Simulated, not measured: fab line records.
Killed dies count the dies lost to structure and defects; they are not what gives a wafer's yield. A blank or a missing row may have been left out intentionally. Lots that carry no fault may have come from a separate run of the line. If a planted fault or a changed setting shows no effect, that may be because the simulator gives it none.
Which tool did it?	flow nand_harc	24 lots, 72 wafers sampled, at 5 steps of a route of 1159

## WHAT THE GAUGES READ, wafer by wafer
NHARC_P_M2_INSPECT_11.
lot	measured	on	raw_defect_count
L076	day 6 14:39	defect_inspect-02	2 4 3
L075	day 6 15:38	defect_inspect-02	3 4 3
L074	day 6 16:03	defect_inspect-01	6 4 5
L077	day 7 01:19	defect_inspect-02	4 4 2
L078	day 7 01:40	defect_inspect-02	4 2 1
L079	day 7 08:55	defect_inspect-01	8 8 6
L080	day 7 15:50	defect_inspect-02	4 5 4
L081	day 8 02:13	defect_inspect-01	1 5 3
L083	day 8 11:44	defect_inspect-02	3 2 7
L082	day 8 12:28	defect_inspect-02	7 6 6
L084	day 8 21:24	defect_inspect-02	8 2 2
L086	day 9 08:32	defect_inspect-02	2 7 2
L087	day 9 08:50	defect_inspect-01	5 4 6
L085	day 9 11:33	defect_inspect-01	0 2 3
L089	day 10 06:27	defect_inspect-01	4 3 4
L090	day 10 09:17	defect_inspect-01	2 3 4
L088	day 10 10:51	defect_inspect-01	2 4 2
L091	day 10 11:22	defect_inspect-01	8 3 2
L092	day 10 20:38	defect_inspect-01	3 3 3
L093	day 10 20:58	defect_inspect-01	6 1 7
L094	day 11 00:13	defect_inspect-01	5 4 3
L095	day 11 07:07	defect_inspect-02	4 4 4
L096	day 11 13:50	defect_inspect-01	4 2 6
L097	day 11 19:03	defect_inspect-01	8 7 5

## TOOL THAT RAN EACH LOT (tool first, then ch and the chambers of the sampled wafers, then the start)
lot	NHARC_P_GATE_STRIP_95	NHARC_P_GATE_RTA_80	NHARC_P_CONTACT_DEP_00	NHARC_P_CONTACT_CVD_23
L076	plasma_asher-02 ch 0,1, day 5 16:40	rtp_anneal-02 ch 0, day 5 17:58	pecvd-02 ch 0,1, day 6 14:39 or earlier	cvd_w-02 ch 0,1, day 6 14:39 or earlier
L075	plasma_asher-01 ch 0, day 5 17:29	rtp_anneal-02 ch 0, day 5 18:52	pecvd-02 ch 0,2, day 6 15:38 or earlier	cvd_w-01 ch 0,1, day 6 15:38 or earlier
L074	plasma_asher-02 ch 0,1, day 5 18:22	rtp_anneal-02 ch 0, day 5 19:43	pecvd-01 ch 0,1, day 6 16:03 or earlier	cvd_w-01 ch 0,1, day 6 16:03 or earlier
L077	plasma_asher-02 ch 0,1, day 6 04:41	rtp_anneal-02 ch 0, day 6 05:52	pecvd-01 ch 0,1, day 7 01:19 or earlier	cvd_w-01 ch 0,1, day 7 01:19 or earlier
L078	plasma_asher-01 ch 0,1, day 6 05:16	rtp_anneal-02 ch 0, day 6 06:31	pecvd-02 ch 0,1,2, day 7 01:40 or earlier	cvd_w-01 ch 0,1, day 7 01:40 or earlier
L079	plasma_asher-02 ch 0,1, day 6 12:22	rtp_anneal-01 ch 0, day 6 13:50	pecvd-01 ch 1,2, day 7 08:55 or earlier	cvd_w-02 ch 0,1, day 7 08:55 or earlier
L080	plasma_asher-02 ch 0,1, day 6 23:47	rtp_anneal-01 ch 0, day 7 00:59	pecvd-02 ch 0,1, day 7 15:50 or earlier	cvd_w-01 ch 0,1, day 7 15:50 or earlier
L081	plasma_asher-02 ch 0,1, day 7 04:26	rtp_anneal-01 ch 0, day 7 05:37	pecvd-02 ch 0,1, day 8 02:13 or earlier	cvd_w-01 ch 0,1, day 8 02:13 or earlier
L083	plasma_asher-01 ch 0,1, day 7 15:15	rtp_anneal-02 ch 0, day 7 16:27	pecvd-01 ch 0,1, day 8 11:44 or earlier	cvd_w-02 ch 0,1, day 8 11:44 or earlier
L082	plasma_asher-02 ch 0,1, day 7 15:32	rtp_anneal-01 ch 0, day 7 16:44	pecvd-04 ch 1,2, day 8 12:28 or earlier	cvd_w-02 ch 0,1, day 8 12:28 or earlier
L084	plasma_asher-02 ch 0,1, day 8 03:40	rtp_anneal-01 ch 0, day 8 04:50	pecvd-01 ch 0,1,2, day 8 21:24 or earlier	cvd_w-01 ch 0,1, day 8 21:24 or earlier
L086	plasma_asher-01 ch 0,1, day 8 15:43	rtp_anneal-01 ch 0, day 8 16:52	pecvd-04 ch 0,1,2, day 9 08:32 or earlier	cvd_w-02 ch 0,1, day 9 08:32 or earlier
L087	plasma_asher-01 ch 0, day 8 16:29	rtp_anneal-02 ch 0, day 8 17:42	pecvd-02 ch 1,2, day 9 08:50 or earlier	cvd_w-01 ch 1, day 9 08:50 or earlier
L085	plasma_asher-01 ch 0,1, day 8 19:04	rtp_anneal-01 ch 0, day 8 20:28	pecvd-04 ch 0,2, day 9 11:33 or earlier	cvd_w-01 ch 0,1, day 9 11:33 or earlier
L089	plasma_asher-02 ch 0, day 9 11:22	rtp_anneal-02 ch 0, day 9 12:31	pecvd-01 ch 0,2, day 10 06:27 or earlier	cvd_w-01 ch 0,1, day 10 06:27 or earlier
L090	plasma_asher-02 ch 0,1, day 9 14:17	rtp_anneal-01 ch 0, day 9 15:36	pecvd-02 ch 1,2, day 10 09:17 or earlier	cvd_w-01 ch 0,1, day 10 09:17 or earlier
L088	plasma_asher-02 ch 0,1, day 9 17:53	rtp_anneal-01 ch 0, day 9 19:12	pecvd-04 ch 0,1,2, day 10 10:51 or earlier	cvd_w-01 ch 0,1, day 10 10:51 or earlier
L091	plasma_asher-02 ch 0,1, day 9 19:14	rtp_anneal-01 ch 0, day 9 20:34	pecvd-04 ch 0,2, day 10 11:22 or earlier	cvd_w-02 ch 0,1, day 10 11:22 or earlier
L092	plasma_asher-02 ch 0,1, day 9 23:58	rtp_anneal-02 ch 0, day 10 01:07	pecvd-02 ch 1,2, day 10 20:38 or earlier	cvd_w-01 ch 0,1, day 10 20:38 or earlier
L093	plasma_asher-02 ch 0,1, day 10 01:28	rtp_anneal-02 ch 0, day 10 03:17	pecvd-02 ch 0,1, day 10 20:58 or earlier	cvd_w-01 ch 0, day 10 20:58 or earlier
L094	plasma_asher-02 ch 0,1, day 10 07:48	rtp_anneal-01 ch 0, day 10 08:58	pecvd-02 ch 0,1, day 11 00:13 or earlier	cvd_w-01 ch 0,1, day 11 00:13 or earlier
L095	plasma_asher-01 ch 0,1, day 10 15:21	rtp_anneal-01 ch 0, day 10 16:31	pecvd-01 ch 0,1,2, day 11 07:07 or earlier	cvd_w-02 ch 0,1, day 11 07:07 or earlier
L096	plasma_asher-01 ch 0,1, day 10 21:46	rtp_anneal-01 ch 0, day 10 22:56	pecvd-02 ch 1,2, day 11 13:50 or earlier	cvd_w-02 ch 0,1, day 11 13:50 or earlier
L097	plasma_asher-02 ch 1, day 10 23:56	rtp_anneal-02 ch 0, day 11 01:08	pecvd-02 ch 1,2, day 11 19:03 or earlier	cvd_w-02 ch 0,1, day 11 19:03 or earlier
- NHARC_P_GATE_STRIP_95: strips in O2.
- NHARC_P_GATE_RTA_80: time 30 s.
- NHARC_P_CONTACT_DEP_00: deposits SiO2, target thk 500 nm.
- NHARC_P_CONTACT_CVD_23: deposits W, target thk 200 nm, time 557 s.

## AS READ BY THE TOOLS THEMSELVES (means over the sampled wafers that have a number; for cases with no such wafer, the mark the record gives instead)
NHARC_P_GATE_STRIP_95.
lot	tool	drypump_motor_current_A (A)	heater_power_w (W)	rf_refl_power_W (W)
L076	plasma_asher-02	6.0	362	16
L075	plasma_asher-01	5.2	310	27
L074	plasma_asher-02	5.6	360	20
L077	plasma_asher-02	6.0	372	17
L078	plasma_asher-01	5.5	320	24
L079	plasma_asher-02	5.5	356	20
L080	plasma_asher-02	5.6	357	20
L081	plasma_asher-02	6.0	364	17
L083	plasma_asher-01	5.9	341	22
L082	plasma_asher-02	5.5	359	20
L084	plasma_asher-02	6.0	369	17
L086	plasma_asher-01	5.8	339	22
L087	plasma_asher-01	5.2	311	27
L085	plasma_asher-01	5.5	326	25
L089	plasma_asher-02	6.4	352	14
L090	plasma_asher-02	6.0	358	17
L088	plasma_asher-02	6.0	359	17
L091	plasma_asher-02	6.0	356	16
L092	plasma_asher-02	6.0	358	17
L093	plasma_asher-02	5.5	349	21
L094	plasma_asher-02	6.0	357	17
L095	plasma_asher-01	5.9	339	22
L096	plasma_asher-01	5.5	326	24
L097	plasma_asher-02	5.1	355	23

NHARC_P_GATE_RTA_80.
lot	tool	lamp_power_pct (%)	lamp_zone_6_pct (%)	wafer_temp_C_max
L076	rtp_anneal-02	1.63	1.62	300.9
L075	rtp_anneal-02	1.64	1.63	301.1
L074	rtp_anneal-02	1.64	1.62	301.5
L077	rtp_anneal-02	1.63	1.61	301.1
L078	rtp_anneal-02	1.63	1.62	300.8
L079	rtp_anneal-01	2.23	2.21	301.5
L080	rtp_anneal-01	2.24	2.22	301.5
L081	rtp_anneal-01	2.23	2.21	301.4
L083	rtp_anneal-02	1.63	1.62	301.1
L082	rtp_anneal-01	2.23	2.21	301.2
L084	rtp_anneal-01	2.23	2.21	301.4
L086	rtp_anneal-01	2.23	2.21	301.4
L087	rtp_anneal-02	1.63	1.62	301.3
L085	rtp_anneal-01	2.23	2.21	301.6
L089	rtp_anneal-02	1.63	1.61	301.0
L090	rtp_anneal-01	2.23	2.21	301.9
L088	rtp_anneal-01	2.23	2.21	301.9
L091	rtp_anneal-01	2.23	2.21	301.2
L092	rtp_anneal-02	1.63	1.62	301.2
L093	rtp_anneal-02	1.63	1.61	301.5
L094	rtp_anneal-01	2.24	2.21	301.3
L095	rtp_anneal-01	2.23	2.21	301.8
L096	rtp_anneal-01	2.23	2.21	301.8
L097	rtp_anneal-02	1.63	1.62	301.6

NHARC_P_CONTACT_DEP_00.
lot	tool	heater_power_w (W)	rf_fwd_power_W (W)	throttle_valve_pct (%)
L076	pecvd-02	540	903.1	16.8
L075	pecvd-02	637	899.3	16.7
L074	pecvd-01	460	899.6	15.5
L077	pecvd-01	590	895.3	15.2
L078	pecvd-02	599	897.0	16.6
L079	pecvd-01	445	896.7	15.6
L080	pecvd-02	653	896.5	16.8
L081	pecvd-02	505	898.4	16.9
L083	pecvd-01	480	897.7	15.6
L082	pecvd-04	563	896.9	15.4
L084	pecvd-01	481	898.7	15.7
L086	pecvd-04	661	896.4	15.6
L087	pecvd-02	488	898.7	16.4
L085	pecvd-04	586	898.8	15.5
L089	pecvd-01	505	896.3	15.8
L090	pecvd-02	496	897.2	15.9
L088	pecvd-04	674	896.2	15.1
L091	pecvd-04	541	899.4	15.2
L092	pecvd-02	539	895.3	15.9
L093	pecvd-02	556	897.3	16.6
L094	pecvd-02	571	898.9	16.8
L095	pecvd-01	476	896.6	15.7
L096	pecvd-02	554	900.8	16.2
L097	pecvd-02	503	896.9	16.3

NHARC_P_CONTACT_CVD_23.
lot	tool	heater_power_w (W)	throttle_valve_pct (%)
L076	cvd_w-02	517	7.9
L075	cvd_w-01	437	8.1
L074	cvd_w-01	459	7.7
L077	cvd_w-01	426	8.1
L078	cvd_w-01	451	7.7
L079	cvd_w-02	513	7.9
L080	cvd_w-01	436	8.2
L081	cvd_w-01	437	8.1
L083	cvd_w-02	518	7.8
L082	cvd_w-02	513	8.0
L084	cvd_w-01	459	7.7
L086	cvd_w-02	512	7.8
L087	cvd_w-01	413	8.5
L085	cvd_w-01	463	7.7
L089	cvd_w-01	458	7.9
L090	cvd_w-01	454	8.0
L088	cvd_w-01	432	8.1
L091	cvd_w-02	505	7.8
L092	cvd_w-01	460	7.8
L093	cvd_w-01	488	7.5
L094	cvd_w-01	434	8.1
L095	cvd_w-02	509	7.7
L096	cvd_w-02	507	7.8
L097	cvd_w-02	504	7.7

## THE ANSWER, worked out from the rows above alone
Rule: what is usual is taken from the lots themselves. Put in order of their means at a reading, lots are off if they are a third of the lots or fewer, leave a main group of 4 or more, and stand apart from it by a gap of 3 or more times the standard deviation of the main group's means; of several such gaps the widest counts. The tables above print the reading to a certain number of digits; a main group whose means all agree to those digits is not used. A lot without any number at a reading at which 4 lots or more have one is off too. The other lots that the step has rows for count as sound. The gauges are gone through in route order, then the tools' own readings, and for those a lot's mean is taken as printed above. The first step at which some lot is off is used, and at that step the reading that is off furthest; a lot without a number counts as furthest.
Nothing can be told from this: no lot is off at any reading shown.

## WHAT THE SIMULATOR PUT IN
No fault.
